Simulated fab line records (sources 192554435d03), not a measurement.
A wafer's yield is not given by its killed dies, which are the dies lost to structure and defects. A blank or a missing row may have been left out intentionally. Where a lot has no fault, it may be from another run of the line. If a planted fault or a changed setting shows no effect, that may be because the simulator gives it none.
Matching of chambers :: flow n5_finfet :: rie_diel-06 running N5_MOL_CONTACT_COAG_ETCH_110: 4 sister chambers
The step etches Si in CF4/O2, target depth 2.5 nm, time 8 s. 4 wafers are shown with their chamber, then 11 later ones without.

== WAFERS, EACH WITH ITS CHAMBER ==
wafer: L086.3
chamber: 2
drypump_motor_current_A (A): 6.6

wafer: L090.5
chamber: 0
drypump_motor_current_A (A): 4.9

wafer: L090.6
chamber: 3
drypump_motor_current_A (A): 5.8

wafer: L092.1
chamber: 1
drypump_motor_current_A (A): 5.2

== WAFERS WITH NO CHAMBER GIVEN ==
wafer: L092.2
drypump_motor_current_A (A): 4.9

wafer: L092.4
drypump_motor_current_A (A): 5.8

wafer: L093.3
drypump_motor_current_A (A): 6.6

wafer: L093.5
drypump_motor_current_A (A): 5.1

wafer: L093.6
drypump_motor_current_A (A): 4.9

wafer: L094.2
drypump_motor_current_A (A): 5.8

wafer: L094.5
drypump_motor_current_A (A): 4.9

wafer: L094.6
drypump_motor_current_A (A): 5.1

wafer: L097.1
drypump_motor_current_A (A): 6.6

wafer: L097.2
drypump_motor_current_A (A): 5.1

wafer: L097.6
drypump_motor_current_A (A): 4.9

== WHICH CHAMBER EACH ONE RAN IN ==
wafer: L092.2
from the rows above: 0
in truth: 0

wafer: L092.4
from the rows above: 3
in truth: 3

wafer: L093.3
from the rows above: 2
in truth: 2

wafer: L093.5
from the rows above: can't be placed: 1 or 0
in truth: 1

wafer: L093.6
from the rows above: 0
in truth: 0

wafer: L094.2
from the rows above: 3
in truth: 3

wafer: L094.5
from the rows above: 0
in truth: 0

wafer: L094.6
from the rows above: can't be placed: 1 or 0
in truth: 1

wafer: L097.1
from the rows above: 2
in truth: 2

wafer: L097.2
from the rows above: can't be placed: 1 or 0
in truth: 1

wafer: L097.6
from the rows above: 0
in truth: 0
Correct placement for 8 of the 11. Can't be placed from these rows: 3 (the true chamber is among the candidates in 3). Wrongly placed: 0.
How it was worked out, from the rows above alone: a wafer's distance from a chamber is the root of the sum, over the readings, of the square of ((its reading less the chamber's mean) divided by the reading's scatter). The wafer belongs to the nearest chamber; if the next one is less than 2 further off, it can't be placed. A chamber's mean is the mean of its shown wafers. The scatter: root of mean squared gap, hidden wafer to nearest shown wafer, with one shown wafer a chamber.
